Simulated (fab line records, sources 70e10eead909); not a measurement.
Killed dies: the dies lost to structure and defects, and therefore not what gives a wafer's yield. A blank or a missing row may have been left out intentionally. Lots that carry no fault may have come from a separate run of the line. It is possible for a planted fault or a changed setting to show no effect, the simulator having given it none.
A lot that was struck, set against a sound lot / flow nandHarc / 15 steps out of a route of 1302
Sound: wafers L835.3, L835.4, L835.5. Struck: wafer L847.2 (left out: L847.1, L847.3 of the same lot, which were not struck); the cause appears at the end.
For every step that has rows: the tool of each side, followed by ch and its chambers, followed by its first start. Under that, the readings that differ: sound wafers / struck wafers / difference of the means / sigmas: that difference in standard deviations of wafers without a fault.
alike: a reading whose means differ by less than 2 such deviations, as well as words and numbers matching on both sides. not compared: withheld readings; readings where some wafer has no value; bounds like >300 that might hide an equal value; numbers whose values overlap and for which the record gives no deviation.
Wherever a step has rows on one side only, a row that says differs or no value, or a row with sigmas, the two part there. Numbers that don't overlap but have no deviation are shown without sigmas and don't part them. Lack of a reading on every wafer of one side parts them only where that side has two or more wafers.

first, 5 steps without rows for these wafers: NHARC_A_SGD_CUT_SOFTBAKE_04 (time 55 s); NHARC_A_SGD_CUT_EBR_05; NHARC_A_SGD_CUT_EXPOSE_06 (exposes mask SGD); NHARC_A_SGD_CUT_PEB_07 (peb time 65 s); NHARC_A_SGD_CUT_DEVELOP_08 (develop time 35 s).
NHARC_A_SGD_CUT_CD_MEAS_09: the cd target is 100 nm.
  sound on cdSem-03 ch 0, day 20 02:29; struck on cdSem-03 ch 0, day 25 21:47
  alike: cdNm
NHARC_A_SGD_CUT_OVL_MEAS_10:
  sound on overlay-01 at day 20 02:34; struck on overlay-02 at day 25 21:53
  alike: overlayXNm, overlayYNm
NHARC_A_SGD_CUT_INSPECT_11:
  sound on defectInspect-02 at day 20 02:37; struck on defectInspect-01 at day 25 21:55
  alike: rawDefectCount
NHARC_A_SGD_CUT_DESCUM_14: chemistry O2, time 3 s.
  sound on rieDiel-11 ch 1,3, day 20 02:40; struck on rieDiel-07 ch 2, day 25 21:59
  alike: drypumpMotorCurrentA, o2FlowSccm, oesProductAu, rfVppV, showerheadPlenumPTorr, throttleValvePct
  not compared: rfHoursCounterH
NHARC_A_SGD_CUT_ETCH_58: etches the open film in CF4, target depth 39 nm, time 65 s.
  sound on rieDiel-11 ch 1,2, day 20 02:45; struck on rieDiel-07 ch 2, day 25 22:04
  alike: drypumpMotorCurrentA, oesProductAu, rfVppV, runLengthS, showerheadPlenumPTorr, throttleValvePct
  not compared: rfHoursCounterH
NHARC_A_SGD_CUT_ETCH_59: etches the open film in N2/H2, target depth 260 nm, time 406.25 s.
  sound on rieDiel-11 ch 1,2,3; struck on rieDiel-07 ch 3
  alike: drypumpMotorCurrentA, oesProductAu, rfVppV, runLengthS, showerheadPlenumPTorr, throttleValvePct
  not compared: rfHoursCounterH
NHARC_A_SGD_CUT_ETCH_15: etches the open film in CH3F/O2, target depth 75 nm, time 64.3 s.
  sound on rieDiel-11 ch 2,3; struck on rieDiel-07 ch 0
reading=drypumpMotorCurrentA (A); sound=5.5 6.1 6.1; struck=4.6; difference=-1.3; sigmas=-2
reading=o2FlowSccm (sccm); sound=30.02 29.86 29.86; struck=30.12; difference=+0.21; sigmas=+2
  alike: ch3fFlowSccm, oesProductAu, rfVppV, runLengthS, showerheadPlenumPTorr, throttleValvePct
  not compared: rfHoursCounterH
NHARC_A_SGD_CUT_ETCH_16: etches the open film in C4F8/O2/Ar, target depth 310.5 nm, time 155.2 s.
  sound on rieDiel-11 ch 0,1, day 20 03:14; struck on rieDiel-07 ch 0, day 25 22:33
reading=rfVppV (V); sound=716 726 728; struck=732; difference=+9; sigmas=+2
reading=runLengthS (s); sound=176.4 176.2 176.5; struck=194.1; difference=+17.7; sigmas=+35
  alike: oesProductAu
  not compared: rfHoursCounterH
then, 1 step without rows for these wafers: NHARC_A_SGD_CUT_STRIP_60 (strips in C4F8/O2/Ar).
-- jump in the record: it breaks off in module A_SGD_CUT and resumes in module END (first step shown: number 1302 of the route), and 5 days separate the struck wafers' starts before and after --
NHARC_END_SORT_01:
  at this point the record logs the struck wafers (prober-01 ch 0, day 31 05:40) and has no rows for the sound ones

WHERE THEY PART
Last at NHARC_END_SORT_01 as far as this record goes, first at NHARC_A_SGD_CUT_ETCH_15.

WHY: whatever the simulator had introduced
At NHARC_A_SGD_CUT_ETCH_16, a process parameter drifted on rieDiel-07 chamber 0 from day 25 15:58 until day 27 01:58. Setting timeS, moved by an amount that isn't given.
